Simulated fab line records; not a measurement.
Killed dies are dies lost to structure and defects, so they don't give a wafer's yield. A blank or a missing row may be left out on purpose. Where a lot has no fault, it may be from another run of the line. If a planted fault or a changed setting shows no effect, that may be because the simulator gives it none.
Comparing a struck lot with a sound one | flow n5_finfet | 41 out of 1938 route steps
Sound: wafers L118.4, L118.5, L118.6. Struck: wafer L128.2 (left out: L128.3, L128.4 of the same lot, which were not struck); the cause appears at the end.
For every step that has rows: the tool of each side, followed by ch and its chambers, followed by its first start. Under that, the readings that differ: sound wafers | struck wafers | difference of the means | sigmas: that difference in standard deviations of wafers without a fault.
alike: words and numbers the same on both sides, and readings whose means are apart by under 2 such deviations; not compared: readings that were withheld, readings missing a value for some wafer, numbers with overlapping values and no deviation given by the record, and bounds like >300 which may hide the same value.
A row with sigmas, a row that says differs or no value, or rows on one side alone: a step with any of these is where the two part. Numbers that don't overlap but have no deviation are shown without sigmas and don't part them. A reading missing from all wafers of one side parts the sides only when that side holds two or more wafers.

N5_BEOL_M2_SURFACE_TREAT_85:
  sound: pvd_sputter-02 at day 6 23:34; struck: pvd_sputter-02 at day 10 07:11
  not compared: throttle_valve_pct
then, 9 steps without rows for these wafers: N5_BEOL_M2_CVD_47 (deposits Co from CCTBA/H2, target thk 3 nm, time 223.8 s); N5_BEOL_M2_SPUTTER_48 (material Cu, target thk 4.5 nm, time 8.29 s); N5_BEOL_M2_ANNEAL_49 (time 240 s); N5_BEOL_M2_SPUTTER_79 (material Cu, target thk 4.5 nm, time 8.29 s); N5_BEOL_M2_ANNEAL_80 (time 240 s); N5_BEOL_M2_SPUTTER_81 (material Cu, target thk 4.5 nm, time 8.29 s); N5_BEOL_M2_ANNEAL_82 (time 240 s); N5_BEOL_M2_SPUTTER_86 (material Cu, target thk 4.5 nm, time 8.29 s); N5_BEOL_M2_ANNEAL_87 (time 240 s).
N5_BEOL_M2_SPUTTER_88: material Cu, target thk 4.5 nm, time 8.29 s.
  sound: pvd_sputter-01 at day 7 00:43; struck: pvd_sputter-02 at day 10 08:17
  alike: chuck_sensor_temp_C, throttle_valve_pct
then, 1 step without rows for these wafers: N5_BEOL_M2_ANNEAL_89 (time 240 s).
N5_BEOL_M2_SPUTTER_90: material Cu, target thk 4.5 nm, time 8.29 s.
  sound: pvd_sputter-01 at day 7 00:56; struck: pvd_sputter-02 at day 10 08:30
  alike: chuck_sensor_temp_C, throttle_valve_pct
then, 5 steps without rows for these wafers: N5_BEOL_M2_ANNEAL_91 (time 240 s); N5_BEOL_M2_SPUTTER_92 (material Cu, target thk 4.5 nm, time 8.29 s); N5_BEOL_M2_ANNEAL_93 (time 240 s); N5_BEOL_M2_SPUTTER_94 (material Cu, target thk 4.5 nm, time 8.29 s); N5_BEOL_M2_ANNEAL_95 (time 240 s).
N5_BEOL_M2_SPUTTER_96: material Cu, target thk 4.5 nm, time 8.29 s.
  sound: pvd_sputter-01 at day 7 01:36; struck: pvd_sputter-02 at day 10 09:10
  alike: chuck_sensor_temp_C, throttle_valve_pct
then, 2 steps without rows for these wafers: N5_BEOL_M2_ECD_50 (material Cu, target thk 300 nm); N5_BEOL_M2_ANNEAL_51 (time 90 s).
N5_BEOL_M2_CMP_52: polishes, stops on SiOC, t overpolish 6.8 s, target thk 40 nm.
  sound on cmp-03 ch 0,2,3, day 7 02:26; struck on cmp-01 ch 1, day 10 09:40
  alike: barrier_field_endpoint_s, clearing_platen_down_force_psi, motor_current_A, overpolish_run_s, time_to_endpoint_s
then, 4 steps without rows for these wafers: N5_BEOL_M2_PRE_CLEAN_60 (time 15 s); N5_BEOL_M2_CO_CAP_55 (material Co, precursor CCTBA/H2, target thk 2 nm, time 102.1 s); N5_BEOL_M2_PRE_CLEAN_56 (time 15 s); N5_BEOL_M2_DEP_57 (deposits SiCN from 3MS/NH3, target thk 8 nm, time 14 s).
N5_BEOL_M2_RS_MEAS_58: uses a four-point probe to measure.
  sound: film_metro-02 at day 7 02:55; struck: film_metro-01 at day 10 10:14
  alike: M2_RS
then, 1 step without rows for these wafers: N5_BEOL_M3_ILD_DEP_00 (deposits SiOC from DEMS/O2, target thk 79 nm, time 15.3 s).
N5_BEOL_M3_THK_MEAS_01:
  sound: film_metro-01 at day 7 03:04; struck: film_metro-02 at day 10 10:22
  reading         | sound          | struck | difference | sigmas
  M3_ILD_THK (nm) | 80.4 82.0 80.3 | 78.6   | -2.3       | -2
then, 1 step without rows for these wafers: N5_BEOL_M3_PECVD_72 (deposits SiO2 from TEOS/O2, target thk 16 nm, time 18 s).
N5_BEOL_M3_HM_DEP_02: deposits TiN, target thk 20 nm.
  sound: pvd_sputter-01 at day 7 03:25; struck: pvd_sputter-03 at day 10 10:29
  alike: throttle_valve_pct
then, 9 steps without rows for these wafers: N5_BEOL_M3_COAT_61 (time 60 s, resist thk 60 nm); N5_BEOL_M3_COAT_62 (time 60 s, resist thk 12 nm); N5_BEOL_M3_COAT_73 (time 60 s, resist thk 5 nm); N5_BEOL_M3_COAT_05 (resist thk 30 nm); N5_BEOL_M3_EBR_07; N5_BEOL_M3_SOFTBAKE_06 (time 60 s); N5_BEOL_M3_EXPOSE_08 (exposes mask M3); N5_BEOL_M3_PEB_09 (peb time 60 s); N5_BEOL_M3_DEVELOP_10 (develop time 30 s).
-- a jump in the record: the struck wafers' starts before and after are 6 days apart (it breaks off in module BEOL_M3 and resumes in module PASSIVATION, where the first step shown is number 1936 of the route) --
N5_PASSIVATION_PROBE_49:
  sound: prober-01 at day 12 08:16; struck: prober-02 at day 15 23:12
  reading                  | sound          | struck | difference | sigmas
  defect_limited_yield (%) | 93.8 93.1 91.9 | 77.6   | -15.3      | -10
  killed_at_M0_to_M3       | 32 29 38       | 177    | +144       | +15
  killed_at_front_end      | 26 34 39       | 58     | +25        | +3
  killed_at_other          | 2 2 4          | 16     | +13        | +4
  killed_dies              | 73 81 96       | 264    | +181       | +11
  killed_short             | 22 34 28       | 45     | +17        | +2
  sort_bin_5_function (%)  | 3.7 4.7 5.1    | 13.4   | +8.9       | +10
  sort_bin_6_memory (%)    | 2.2 1.7 2.9    | 5.6    | +3.3       | +5
  sort_n_pass              | 1107 1099 1084 | 916    | -181       | -11
  sort_yield_pct (%)       | 93.8 93.1 91.9 | 77.6   | -15.3      | -11
  alike: killed_at_M4_up, killed_at_contacts, killed_open, sort_bin_4_leakage

WHERE THEY PART
At N5_BEOL_M3_THK_MEAS_01 first; at N5_PASSIVATION_PROBE_49 last (within this record only).

WHY: the cause the simulator had injected
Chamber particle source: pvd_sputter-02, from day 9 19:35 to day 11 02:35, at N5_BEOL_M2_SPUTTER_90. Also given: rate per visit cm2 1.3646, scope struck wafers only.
